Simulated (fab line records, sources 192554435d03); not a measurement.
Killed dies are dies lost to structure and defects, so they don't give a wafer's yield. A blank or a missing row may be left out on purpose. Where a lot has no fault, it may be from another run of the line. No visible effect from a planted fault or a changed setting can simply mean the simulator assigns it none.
Matching of chambers | flow n5_finfet | rie_diel-03 running N5_BEOL_M0_SAQP_ETCH_88: 4 sister chambers
The step etches underlayer in N2/H2, target depth 6.5 nm, time 5.2 s. 4 wafers are shown with their chamber, then 8 later ones without.

== WAFERS PAIRED WITH THEIR CHAMBERS ==
wafer  | chamber | showerhead_plenum_p_Torr (Torr)
L085.4 | 2       | 2.64
L085.5 | 1       | 2.55
L085.6 | 0       | 2.69
L086.2 | 3       | 2.52

== WAFERS WITHOUT THEIR CHAMBER ==
wafer  | showerhead_plenum_p_Torr (Torr)
L086.4 | 2.63
L086.5 | 2.53
L092.1 | 2.52
L092.2 | 2.69
L092.3 | 2.63
L092.4 | 2.54
L092.5 | 2.54
L092.6 | 2.69

== WHICH CHAMBER EACH WENT THROUGH ==
wafer  | from the rows above     | in truth
L086.4 | 2                       | 2
L086.5 | can't be placed: 3 or 1 | 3
L092.1 | 3                       | 3
L092.2 | 0                       | 0
L092.3 | 2                       | 2
L092.4 | can't be placed: 1 or 3 | 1
L092.5 | can't be placed: 1 or 3 | 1
L092.6 | 0                       | 0
5 of 8 placed correctly. Not placeable from these rows: 3 (in 3, the candidates include the true chamber). Number placed wrongly: 0.
How it was worked out, from the rows above alone: a wafer's distance from a chamber is the root of the sum, over the readings, of the square of ((its reading less the chamber's mean) divided by the reading's scatter). The wafer belongs to the nearest chamber; if the next one is less than 2 further off, it can't be placed. For every chamber, the mean is computed from those of its wafers that are shown. The scatter: with one shown wafer a chamber, the root of the mean of the squares of how far each hidden wafer lies from its nearest shown one.
